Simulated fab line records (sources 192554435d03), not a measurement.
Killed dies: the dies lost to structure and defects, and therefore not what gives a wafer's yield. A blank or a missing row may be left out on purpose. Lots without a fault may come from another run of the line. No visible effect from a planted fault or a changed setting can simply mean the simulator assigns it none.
Which of the tools did it?	flow n5-finfet	11 lots, 33 wafers sampled, at 4 steps of a route of 1938

WHAT THE GAUGES SHOWED, per wafer
N5_BEOL_M8_THK_MEAS_53: measures by xrf.
lot	measured	on	M8_THK (nm)
L075	day 9 16:37	film-metro-02	78.9 79.3 79.8
L077	day 10 03:40	film-metro-01	79.7 78.6 78.6
L080	day 10 20:32	film-metro-02	80.1 80.0 77.4
L081	day 10 23:59	film-metro-02	80.2 81.6 78.8
L084	day 12 00:44	film-metro-01	80.0 80.2 81.2
L087	day 12 06:11	film-metro-02	78.3 78.2 78.5
L089	day 13 07:13	film-metro-01	80.9 77.6 79.9
L091	day 14 04:43	film-metro-01	83.2 83.4 81.0
L095	day 14 21:29	film-metro-02	79.8 79.4 76.8
L097	day 14 23:40	film-metro-02	83.5 81.8 81.6
L096	day 15 13:37	film-metro-02	80.9 80.3 80.8

WHAT TOOL EACH LOT RAN ON (gives the tool, then ch and the chambers of the sampled wafers, and finally the start)
lot	N5_BEOL_M8_ETCH_72	N5_BEOL_M8_ETCH_66	N5_BEOL_M8_DEGAS_44
L075	rie-diel-04 ch 0,2, day 9 12:40	rie-diel-04 ch 0,2, day 9 12:43	pvd-sputter-02, day 9 14:52
L077	rie-diel-04 ch 0,2, day 9 22:50	rie-diel-04 ch 0,2, day 9 22:53	pvd-sputter-01, day 10 01:57
L080	rie-diel-03 ch 1,2,3, day 10 16:01	rie-diel-03 ch 1,2,3, day 10 16:03	pvd-sputter-03, day 10 19:02
L081	rie-diel-04 ch 1,2,3, day 10 18:38	rie-diel-04 ch 1,2,3, day 10 18:41	pvd-sputter-03, day 10 20:03
L084	rie-diel-04 ch 0,1, day 11 21:56	rie-diel-04 ch 0,1, day 11 21:59	pvd-sputter-03, day 11 22:56
L087	rie-diel-03 ch 0,1,3, day 12 03:07	rie-diel-03 ch 0,1,3, day 12 03:10	pvd-sputter-03, day 12 04:22
L089	rie-diel-05 ch 0,1,2, day 13 04:26	rie-diel-05 ch 0,1,2, day 13 04:29	pvd-sputter-02, day 13 05:40
L091	rie-diel-05 ch 0,2, day 14 00:55	rie-diel-05 ch 0,2, day 14 00:58	pvd-sputter-01, day 14 01:58
L095	rie-diel-05 ch 0,1,2, day 14 18:33	rie-diel-05 ch 0,1,2, day 14 18:36	pvd-sputter-01, day 14 19:32
L097	rie-diel-03 ch 0,1,2, day 14 20:36	rie-diel-03 ch 0,1,2, day 14 20:38	pvd-sputter-02, day 14 21:37
L096	rie-diel-05 ch 0,2, day 15 10:42	rie-diel-05 ch 0,2, day 15 10:44	pvd-sputter-01, day 15 11:50
- N5_BEOL_M8_ETCH_72: etches underlayer in N2/H2, target depth 6.5 nm, time 5.2 s.
- N5_BEOL_M8_ETCH_66: etches SOC in N2/H2, target depth 80 nm, overetch 16 nm, time 120 s.
- N5_BEOL_M8_DEGAS_44: time 60 s.

THE ANSWER, worked out from the rows above alone
Rule: what is usual is taken from the lots themselves. Put in order of their means at a reading, lots are off if they are a third of the lots or fewer, leave a main group of 4 or more, and stand apart from it by a gap of 3 or more times the standard deviation of the main group's means; of several such gaps the widest counts. A main group whose means are all the same, to the digits that the tables above print for the reading, isn't used. Also off: a lot with no number at a reading for which 4 or more lots have one. Any other lot the step has rows for is counted as sound.
Nothing can be told from this: no lot is off at any reading shown.

WHAT THE SIMULATOR PUT IN
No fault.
